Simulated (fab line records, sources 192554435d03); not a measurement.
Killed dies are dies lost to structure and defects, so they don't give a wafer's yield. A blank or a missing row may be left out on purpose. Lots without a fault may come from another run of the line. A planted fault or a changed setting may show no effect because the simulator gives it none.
fab line records | flow n5_finfet
record lots=7 wafers=21
route steps=1938 shown BEOL_M7@1263 BEOL_M8@1336 BEOL_M9@1408 BEOL_M10@1495 BEOL_M11@1541
start_h: hours from the record's first day to the start of the lot's first wafer shown | wait_h: hours since the lot's step before | " the same as in the row above | L1.1+2: a row that stands for several wafers | - no value, or no start given | * or withheld: withheld | < > ~ a bound
route shown NAME@n: a module of which the file shows steps, and the number in the route of the first | usual: mean/standard deviation of fault-free wafers | same: alike in all rows | chamber/n: place in a boat | sites: the reading at each site | _std_site: their standard deviation | _edge_site: outer sites' mean less inner sites' | radius_mm: how far each site lies from the wafer's centre | mask NAME#n: copy n | behind: the tool/chamber that last shaped the wafer | hold: why the lot was held/for how many hours/how that ended | device: the transistor (n, p or np) that didn't switch | end of line: the same wafers' tests at the end of the route | a step without rows: its recipe alone | killed: dies lost to structure and defects at the first sort, not the wafer's yield | map: a wafer's dies, x killed, . not, _ none there
set.NAME: the setting as run; set.NAME@STEP: as run at that earlier step | model.NAME: the simulator's own value behind a step, which no gauge read
lots whose settings were changed on purpose; a table a step, a row a wafer
## steps
# step N5_BEOL_M7_ILD_DEP_00
# recipe material=SiCOH_lowk target_thk_a=1797.5 temp_c=300 precursor=DEMS/porogen pressure_torr=5 rf_w=500 time_s=33.4
# columns lot.wafer tool chamber start_h wait_h set.time_s model.SiCOH_lowk_of_BEOL_M7_ILD_DEP_00.thk_nm
L074.1 pecvd-02 1 185.36 0.0 33.4 185.6
L074.4 " 0 " " 33.4 183.2
L074.5 " 2 " " 33.4 183.8
L080.3 pecvd-04 2 234.05 0.0 37.05 197.2
L080.5 " 0 " " 37.05 200.2
L080.6 " 2 " " 37.05 198.8
L083.1 pecvd-02 1 237.40 0.0 36.12 194
L083.2 " 2 " " 33.4 177.4
L083.6 " 1 " " 33.4 184.6
L081.1 pecvd-02 2 237.64 0.0 36.04 192.8
L081.2 " 0 " " 33.4 178.2
L081.5 " 1 " " 36.04 198.6
L084.3 pecvd-03 2 251.33 0.0 38.23 203.6
L084.4 " 1 " " 33.4 183.6
L084.5 " 2 " " 38.23 208.8
L090.3 pecvd-03 1 283.06 0.0 33.4 180.2
L090.4 " 0 " " 28.51 157.6
L090.5 " 2 " " 28.51 157.2
L097.1 pecvd-04 2 326.91 0.0 33.4 177.6
L097.4 " 0 " " 33.4 183
L097.6 " 1 " " 33.4 178.8
# step N5_BEOL_M7_CURE_74
# recipe temp_c=385 time_s=240 ambient=He/Ar material=SiCOH_lowk
# columns lot.wafer tool chamber start_h wait_h set.time_s@BEOL_M7_ILD_DEP_00 model.SiCOH_lowk_of_BEOL_M7_ILD_DEP_00.thk_nm
L074.1 uv_cure-03 1 185.68 0.3 33.4 160
L074.4 " 1 " " 33.4 158
L074.5 " 1 " " 33.4 158.6
L080.3 uv_cure-02 1 234.44 0.4 37.05 170.2
L080.5 " 1 " " 37.05 173
L080.6 " 1 " " 37.05 171.6
L083.1 uv_cure-03 2 237.52 0.1 36.12 167.4
L083.2 " 2 " " 33.4 153
L083.6 " 2 " " 33.4 159.2
L081.1 uv_cure-02 1 237.72 0.1 36.04 166.4
L081.2 " 1 " " 33.4 153.6
L081.5 " 1 " " 36.04 171.4
L084.3 uv_cure-03 0 251.77 0.4 38.23 175.8
L084.4 " 0 " " 33.4 158.4
L084.5 " 0 " " 38.23 180.2
L090.3 uv_cure-02 1 283.28 0.2 33.4 155.4
L090.4 " 1 " " 28.51 135.8
L090.5 " 1 " " 28.51 135.4
L097.1 uv_cure-01 1 327.23 0.3 33.4 153
L097.4 " 1 " " 33.4 157.8
L097.6 " 1 " " 33.4 154.2
# step N5_BEOL_M7_THK_MEAS_01
# recipe reads=SiCOH_lowk_of_BEOL_M7_ILD_DEP_00
# usual M7_ILD_THK=155.8/2.2
# columns lot.wafer tool chamber start_h wait_h set.time_s@BEOL_M7_ILD_DEP_00 M7_ILD_THK[nm]
L074.1 film_metro-02 - 186.19 0.4 33.4 160.1
L074.4 " - " " 33.4 157.9
L074.5 " - " " 33.4 158.5
L080.3 film_metro-01 - 235.11 0.5 37.05 170.2
L080.5 " - " " 37.05 173.0
L080.6 " - " " 37.05 171.6
L083.1 film_metro-01 - 238.03 0.4 36.12 167.5
L083.2 " - " " 33.4 153.0
L083.6 " - " " 33.4 159.3
L081.1 film_metro-01 - 238.71 0.8 36.04 166.2
L081.2 " - " " 33.4 153.5
L081.5 " - " " 36.04 171.4
L084.3 film_metro-01 - 252.13 0.3 38.23 175.9
L084.4 " - " " 33.4 158.3
L084.5 " - " " 38.23 180.3
L090.3 film_metro-02 - 283.64 0.3 33.4 155.3
L090.4 " - " " 28.51 135.6
L090.5 " - " " 28.51 135.3
L097.1 film_metro-02 - 327.74 0.4 33.4 153.1
L097.4 " - " " 33.4 157.7
L097.6 " - " " 33.4 154.1
# step N5_BEOL_M8_HM_DEP_02
# recipe material=TiN target_thk_a=200 temp_c=25 chamber_pressure_pa=0.49996
# columns lot.wafer tool chamber start_h wait_h set.target_thk_a model.TiN_of_BEOL_M8_HM_DEP_02.thk_nm
L074.1 pvd_sputter-02 - 194.80 0.8 200 20.2
L074.4 " - " " 221.3 22
L074.5 " - " " 200 19.8
L080.3 pvd_sputter-03 - 248.14 1.9 200 19.2
L080.5 " - " " 200 19.4
L080.6 " - " " 189 18.8
L083.1 pvd_sputter-03 - 249.64 1.2 200 20.2
L083.2 " - " " 200 19.6
L083.6 " - " " 187 19
L081.1 pvd_sputter-01 - 249.78 0.6 200 20
L081.2 " - " " 175 17.6
L081.5 " - " " 175 18.2
L084.3 pvd_sputter-01 - 263.12 0.6 225.2 22.6
L084.4 " - " " 200 20.2
L084.5 " - " " 225.2 23.2
L090.3+5 pvd_sputter-02 - 294.77 0.1 200 19.4
L090.4 " - " " 224.5 21.8
L097.1 pvd_sputter-01 - 338.02 1.2 200 20.6
L097.4 " - " " 200 20
L097.6 " - " " 200 20.2
# step N5_BEOL_M8_DEVELOP_10
# recipe develop_time_s=30 developer=TMAH resist=CAR-ArF rinse_liquid=diw dry=air_spin dev_temp_c=23
# columns lot.wafer tool chamber start_h wait_h set.develop_time_s
L074.1 litho_track-02 0 - - 27.78
L074.4+5 " 0 " " 30
L080.3+5+6 litho_track-03 0 - - 30
L083.1+6 litho_track-02 0 - - 30
L083.2 " 0 " " 25.21
L081.1+2+5 litho_track-02 0 - - 30
L084.3+5 litho_track-02 0 - - 24.5
L084.4 " 0 " " 30
L090.3+4 litho_track-02 0 - - 30
L090.5 " 0 " " 34.7
L097.1+4+6 litho_track-02 0 - - 30
# step N5_BEOL_M8_STRIP_68
# recipe chemistry=N2/H2 temp_c=40 n2_flow_sccm=200 h2_flow_sccm=200 rf_frequency_hz=6e+07
# step N5_BEOL_M8_STRIP_67
# recipe chemistry=CF4 resist=SiARC power_w=300 bias_power_w=75 pressure_mtorr=50 cf4_flow_sccm=150 rf_frequency_hz=6e+07
# step N5_BEOL_M8_HM_OPEN_17
# recipe chemistry=Cl2/BCl3 target_depth_a=200 overetch_a=60 target=TiN mask_material=SOC ion_energy_ev=150 pressure_mtorr=10 icp_w=1000 bias_w=126 Cl2_flow_sccm=53.25 bcl3_flow_sccm=21.75 Ar_flow_sccm=25
# columns lot.wafer tool chamber start_h wait_h set.target_thk_a@BEOL_M8_HM_DEP_02 model.etch.depth_nm
L074.1 rie_metal-02 0 195.75 0.0 200 20.27
L074.4 " 0 " " 221.3 22.08
L074.5 " 0 " " 200 19.77
L080.3 rie_metal-01 0 248.91 0.1 200 19.27
L080.5 " 0 " " 200 19.38
L080.6 " 1 " " 189 18.8
L083.1 rie_metal-01 0 250.58 0.0 200 20.29
L083.2 " 1 " " 200 19.67
L083.6 " 0 " " 187 19.07
L081.1 rie_metal-01 0 250.67 0.1 200 20
L081.2 " 1 " " 175 17.65
L081.5 " 1 " " 175 18.14
L084.3 rie_metal-01 0 263.92 0.1 225.2 22.51
L084.4 " 0 " " 200 20.17
L084.5 " 0 " " 225.2 23.17
L090.3 rie_metal-02 0 296.46 0.1 200 19.37
L090.4 " 1 " " 224.5 21.86
L090.5 " 0 " " 200 19.3
L097.1 rie_metal-03 0 338.91 0.0 200 20.7
L097.4 " 1 " " 200 20.04
L097.6 " 1 " " 200 20.26
# step N5_BEOL_M8_STRIP_19
# recipe chemistry=O2 power_w=400 temp_c=40 pressure_mtorr=30 rf_frequency_hz=6e+07 bias_power_w=0 overash_fraction=0.2 o2_flow_sccm=225
# step N5_BEOL_M8_STRIP_76
# recipe chemistry=C4F6/O2 resist=SiARC rf_frequency_hz=6e+07
# step N5_BEOL_M8_STRIP_36
# recipe chemistry=N2/H2 power_w=450 temp_c=40 pressure_mtorr=20 rf_frequency_hz=6e+07 overash_fraction=0.3 bias_power_w=7 h2_frac=0.5 n2_flow_sccm=200 h2_flow_sccm=200
# step N5_BEOL_M8_TRENCH_ETCH_37
# recipe chemistry=C4F6/O2 target_depth_a=934.78 target=SiCOH_lowk time_s=31.2 ion_energy_ev=250 pressure_mtorr=30 source_w=345 bias_w=185 Ar_flow_sccm=300 C4F6_flow_sccm=10 O2_flow_sccm=10
# columns lot.wafer tool chamber start_h wait_h set.target_thk_a@BEOL_M8_HM_DEP_02 model.TiN_of_BEOL_M8_HM_DEP_02.thk_nm
L074.1 rie_diel-04 1 - - 200 17.6
L074.4 " 2 " " 221.3 19.4
L074.5 " 2 " " 200 17
L080.3+5 rie_diel-01 1,0 - - 200 16.6
L080.6 " 3 " " 189 16.2
L083.1 rie_diel-01 3 - - 200 17.6
L083.2 " 0 " " 200 17
L083.6 " 2 " " 187 16.4
L081.1 rie_diel-01 0 - - 200 17.4
L081.2 " 1 " " 175 15
L081.5 " 0 " " 175 15.4
L084.3 rie_diel-06 3 - - 225.2 20
L084.4 " 0 " " 200 17.4
L084.5 " 2 " " 225.2 20.4
L090.3+5 rie_diel-06 2 - - 200 16.6
L090.4 " 3 " " 224.5 19.2
L097.1 rie_diel-01 2 - - 200 18.2
L097.4 " 1 " " 200 17.4
L097.6 " 1 " " 200 17.6
# step N5_BEOL_M9_COAT_05
# recipe resist=CAR-ArF spin_rpm=1500 resist_thk_nm=90
# columns lot.wafer tool chamber start_h wait_h set.spin_rpm model.CAR-ArF_of_BEOL_M9_COAT_05.thk_nm
L074.1 litho_track-01 0 - - 1500 90.2
L074.4+5 " 0 " " 1500 90
L080.3+5 litho_track-04 0 - - 1500 89.8
L080.6 " 0 " " 1439 91.6
L083.1+2 litho_track-04 0 - - 1500 89.8
L083.6 " 0 " " 1500 89.6
L081.1 litho_track-04 0 - - 1500 90
L081.2+5 " 0 " " 1629 86.4
L084.3 litho_track-03 0 - - 1500 89.6
L084.4 " 0 " " 1500 90.2
L084.5 " 0 " " 1357 94.4
L090.3+5 litho_track-04 0 - - 1500 90
L090.4 " 0 " " 1500 89.8
L097.1+4+6 litho_track-01 0 - - 1500 90
# step N5_BEOL_M9_DESCUM_16
# recipe chemistry=O2 time_s=7.9 source_power_w=50 bias_power_w=20 pressure_mtorr=20 rf_frequency_hz=2.712e+07 temp_c=40 resist=CAR-ArF o2_flow_sccm=225
# columns lot.wafer tool chamber start_h wait_h set.time_s set.spin_rpm@BEOL_M9_COAT_05 model.CAR-ArF_of_BEOL_M9_COAT_05.thk_nm
L074.1 rie_diel-03 0 203.81 0.0 7.015 1500 84
L074.4+5 " 0,3 " " 7.9 1500 83.4
L080.3 rie_diel-05 3 254.26 0.0 9.478 1500 82.2
L080.5 " 1 " " 7.9 1500 83.2
L080.6 " 2 " " 7.9 1439 85
L083.1+2 rie_diel-03 0,1 258.78 0.0 9.629 1500 82.2
L083.6 " 1 " " 7.9 1500 83
L081.1 rie_diel-03 1 259.07 0.1 7.9 1500 83.4
L081.2 " 3 " " 9.208 1629 79
L081.5 " 2 " " 7.9 1629 79.8
L084.3 rie_diel-05 1 275.67 0.0 7.9 1500 83
L084.4 " 1 " " 7.9 1500 83.6
L084.5 " 2 " " 7.9 1357 87.8
L090.3+4 rie_diel-02 1,3 302.87 0.0 6.26 1500 84.4
L090.5 " 1 " " 7.9 1500 83.4
L097.1+4+6 rie_diel-02 0,1,0 344.70 0.2 7.9 1500 83.4
# step N5_BEOL_M9_ETCH_66
# recipe chemistry=N2/H2 target=SOC target_depth_a=800 overetch_a=160 mask_material=SiARC temp_c=40 time_s=120 ion_energy_ev=200 pressure_mtorr=30 source_w=840 bias_w=150 n2_flow_sccm=200 h2_flow_sccm=200
# usual rf_vpp_V=523.2/1.9
# columns lot.wafer tool chamber start_h wait_h set.bias_w rf_vpp_V model.SiARC_of_BEOL_M9_COAT_64.thk_nm
L074.1 rie_diel-05 1 205.12 0.0 150 527.6 6.6
L074.4 " 0 " " 150 521.7 6.4
L074.5 " 2 " " 150 524.8 6.4
L080.3 rie_diel-05 3 257.44 0.0 150 522.1 6.4
L080.5 " 3 " " 167.1 559.0 5.6
L080.6 " 0 " " 150 521.0 6.4
L083.1 rie_diel-02 2 261.08 0.0 150 525.7 6.6
L083.2 " 3 " " 161.2 548.0 6
L083.6 " 0 " " 161.2 544.4 5.4
L081.1 rie_diel-03 2 261.25 0.0 131.9 486.3 7.4
L081.2 " 1 " " 150 525.2 6
L081.5 " 0 " " 131.9 480.4 6.8
L084.3 rie_diel-02 3 278.15 0.0 141.1 503.6 6.8
L084.4 " 1 " " 141.1 502.2 6.8
L084.5 " 2 " " 141.1 502.6 7
L090.3 rie_diel-05 0 304.70 0.0 134.9 488.0 7
L090.4 " 2 " " 150 525.4 6.4
L090.5 " 0 " " 150 521.7 6.2
L097.1 rie_diel-03 2 346.08 0.0 150 523.8 6.6
L097.4 " 0 " " 150 520.2 6.2
L097.6 " 0 " " 150 521.8 6
# step N5_BEOL_M10_COAT_64
# recipe resist=SiARC temp_c=220 time_s=60 spin_rpm=1500 resist_thk_nm=30
# columns lot.wafer tool chamber start_h wait_h set.spin_rpm model.SiARC_of_BEOL_M10_COAT_64.thk_nm
L074.1+4 litho_track-01 0 - - 1500 30
L074.5 " 0 " " 1456 30.4
L080.3+6 litho_track-02 0 - - 1500 30
L080.5 " 0 " " 1432 30.6
L083.1+6 litho_track-01 0 - - 1422 30.8
L083.2 " 0 " " 1500 30
L081.1 litho_track-01 0 - - 1399 31.2
L081.2+5 " 0 " " 1500 30.2
L084.3+5 litho_track-02 0 - - 1668 28.6
L084.4 " 0 " " 1500 30
L090.3+5 litho_track-01 0 - - 1500 30.2
L090.4 " 0 " " 1500 30
L097.1+6 litho_track-02 0 - - 1500 30
L097.4 " 0 " " 1500 30.2
# step N5_BEOL_M10_COAT_22
# recipe resist=CAR-ArF spin_rpm=1500 resist_thk_nm=90
# step N5_BEOL_M10_EBR_24
# recipe solvent=PGMEA ebr_width_mm=1.5
# step N5_BEOL_M10_DESCUM_33
# recipe chemistry=O2 time_s=7.9 source_power_w=50 bias_power_w=20 pressure_mtorr=20 rf_frequency_hz=2.712e+07 temp_c=40 resist=CAR-ArF o2_flow_sccm=225
# step N5_BEOL_M10_ETCH_65
# recipe chemistry=CF4 target=SiARC target_depth_a=390 mask_material=CAR-ArF time_s=65 ion_energy_ev=80 pressure_mtorr=40 source_w=545 bias_w=36 Ar_flow_sccm=100 cf4_flow_sccm=100 ends=cleared
# columns lot.wafer tool chamber start_h wait_h set.spin_rpm@BEOL_M10_COAT_64 model.etch.depth_nm model.CAR-ArF_of_BEOL_M10_COAT_22.thk_nm
L074.1 rie_diel-04 0 213.31 0.0 1500 29.92 55.4
L074.4 " 0 " " 1500 30.01 55.2
L074.5 " 2 " " 1456 30.33 55
L080.3 rie_diel-01 0 265.38 0.0 1500 30.06 55.2
L080.5 " 1 " " 1432 30.64 55.2
L080.6 " 0 " " 1500 30.05 55.4
L083.1+6 rie_diel-06 2,0 268.08 0.0 1422 30.73 55
L083.2 " 0 " " 1500 29.96 55.6
L081.1 rie_diel-01 3 268.91 0.0 1399 31.17 54.6
L081.2 " 2 " " 1500 30.15 55.2
L081.5 " 2 " " 1500 30.22 55.2
L084.3 rie_diel-06 0 288.98 0.0 1668 28.55 57.2
L084.4 " 3 " " 1500 30.05 55.6
L084.5 " 0 " " 1668 28.57 57.2
L090.3 rie_diel-06 2 310.47 0.0 1500 30.14 54.8
L090.4 " 1 " " 1500 30.04 55
L090.5 " 1 " " 1500 30.14 55
L097.1 rie_diel-06 2 352.65 0.0 1500 29.94 55.2
L097.4 " 1 " " 1500 30.11 55.2
L097.6 " 3 " " 1500 29.98 55.4
# step N5_BEOL_M10_ETCH_66
# recipe chemistry=N2/H2 target=SOC target_depth_a=1200 overetch_a=240 mask_material=SiARC temp_c=40 time_s=180 ion_energy_ev=200 pressure_mtorr=30 source_w=840 bias_w=150 n2_flow_sccm=200 h2_flow_sccm=200
# columns lot.wafer tool chamber start_h wait_h set.spin_rpm@BEOL_M10_COAT_64 model.SiARC_of_BEOL_M10_COAT_64.thk_nm
L074.1 rie_diel-04 0 213.36 0.0 1500 22
L074.4 " 0 " " 1500 22.2
L074.5 " 2 " " 1456 23
L080.3+6 rie_diel-01 0 265.43 0.0 1500 22.6
L080.5 " 1 " " 1432 23.4
L083.1 rie_diel-06 2 268.13 0.0 1422 23
L083.2 " 0 " " 1500 22.6
L083.6 " 0 " " 1422 23.4
L081.1 rie_diel-01 3 268.96 0.0 1399 24
L081.2+5 " 2 " " 1500 23.2
L084.3+5 rie_diel-06 0 289.03 0.0 1668 21.2
L084.4 " 3 " " 1500 23
L090.3+5 rie_diel-06 2,1 310.52 0.0 1500 22.4
L090.4 " 1 " " 1500 22.2
L097.1 rie_diel-06 2 352.70 0.0 1500 22.2
L097.4 " 1 " " 1500 22.4
L097.6 " 3 " " 1500 23
# step N5_BEOL_M11_COAT_59
# recipe resist=SOC temp_c=250 time_s=60 spin_rpm=1500 resist_thk_nm=100
# columns lot.wafer tool chamber start_h wait_h set.spin_rpm model.SOC_of_BEOL_M11_COAT_59.thk_nm
L074.1 litho_track-04 0 218.80 0.1 1500 100.6
L074.4 " 0 " " 1340 106
L074.5 " 0 " " 1340 106.2
L080.3+6 litho_track-03 0 269.86 0.1 1500 100.2
L080.5 " 0 " " 1500 100.4
L083.1 litho_track-02 0 275.30 0.1 1659 94.6
L083.2 " 0 " " 1500 99.8
L083.6 " 0 " " 1500 100
L081.1 litho_track-03 0 276.18 0.1 1601 97.4
L081.2 " 0 " " 1500 100.4
L081.5 " 0 " " 1601 97.2
L084.3 litho_track-02 0 293.03 0.1 1431 102.8
L084.4 " 0 " " 1500 100.2
L084.5 " 0 " " 1431 102.6
L090.3 litho_track-03 0 319.18 0.1 1500 100
L090.4+5 " 0 " " 1500 99.8
L097.1+6 litho_track-02 0 359.61 0.1 1500 99.8
L097.4 " 0 " " 1500 100
## key
split step=N5_BEOL_M7_ILD_DEP_00 setting=time_s stated=33.4 by=wafer
response step=N5_BEOL_M7_ILD_DEP_00 reading=model.SiCOH_lowk_of_BEOL_M7_ILD_DEP_00.thk_nm change=+1.64 per=1% r=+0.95
response step=N5_BEOL_M7_CURE_74 reading=model.SiCOH_lowk_of_BEOL_M7_ILD_DEP_00.thk_nm change=+1.42 per=1% r=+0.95
response step=N5_BEOL_M7_THK_MEAS_01 reading=M7_ILD_THK change=+1.43 per=1% r=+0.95
split step=N5_BEOL_M8_HM_DEP_02 setting=target_thk_a stated=200 by=wafer
response step=N5_BEOL_M8_HM_DEP_02 reading=model.TiN_of_BEOL_M8_HM_DEP_02.thk_nm change=+0.184 per=1% r=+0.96
response step=N5_BEOL_M8_HM_OPEN_17 reading=model.etch.depth_nm change=+0.187 per=1% r=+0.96
response step=N5_BEOL_M8_TRENCH_ETCH_37 reading=model.TiN_of_BEOL_M8_HM_DEP_02.thk_nm change=+0.192 per=1% r=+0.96
split step=N5_BEOL_M8_DEVELOP_10 setting=develop_time_s stated=30 by=wafer
response none clear
split step=N5_BEOL_M9_COAT_05 setting=spin_rpm stated=1500 by=wafer
response step=N5_BEOL_M9_COAT_05 reading=model.CAR-ArF_of_BEOL_M9_COAT_05.thk_nm change=-0.448 per=1% r=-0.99
response step=N5_BEOL_M9_DESCUM_16 reading=model.CAR-ArF_of_BEOL_M9_COAT_05.thk_nm change=-0.478 per=1% r=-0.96
split step=N5_BEOL_M9_DESCUM_16 setting=time_s stated=7.9 by=wafer
response none clear
split step=N5_BEOL_M9_ETCH_66 setting=bias_w stated=150 by=wafer
response step=N5_BEOL_M9_ETCH_66 reading=rf_vpp_V change=+3.34 per=1% r=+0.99
response step=N5_BEOL_M9_ETCH_66 reading=model.SiARC_of_BEOL_M9_COAT_64.thk_nm change=-0.0836 per=1% r=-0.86
split step=N5_BEOL_M10_COAT_64 setting=spin_rpm stated=1500 by=wafer
response step=N5_BEOL_M10_COAT_64 reading=model.SiARC_of_BEOL_M10_COAT_64.thk_nm change=-0.134 per=1% r=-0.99
response step=N5_BEOL_M10_ETCH_65 reading=model.etch.depth_nm change=-0.137 per=1% r=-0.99
response step=N5_BEOL_M10_ETCH_65 reading=model.CAR-ArF_of_BEOL_M10_COAT_22.thk_nm change=+0.116 per=1% r=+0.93
response step=N5_BEOL_M10_ETCH_66 reading=model.SiARC_of_BEOL_M10_COAT_64.thk_nm change=-0.154 per=1% r=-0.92
split step=N5_BEOL_M11_COAT_59 setting=spin_rpm stated=1500 by=wafer
response step=N5_BEOL_M11_COAT_59 reading=model.SOC_of_BEOL_M11_COAT_59.thk_nm change=-0.503 per=1% r=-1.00
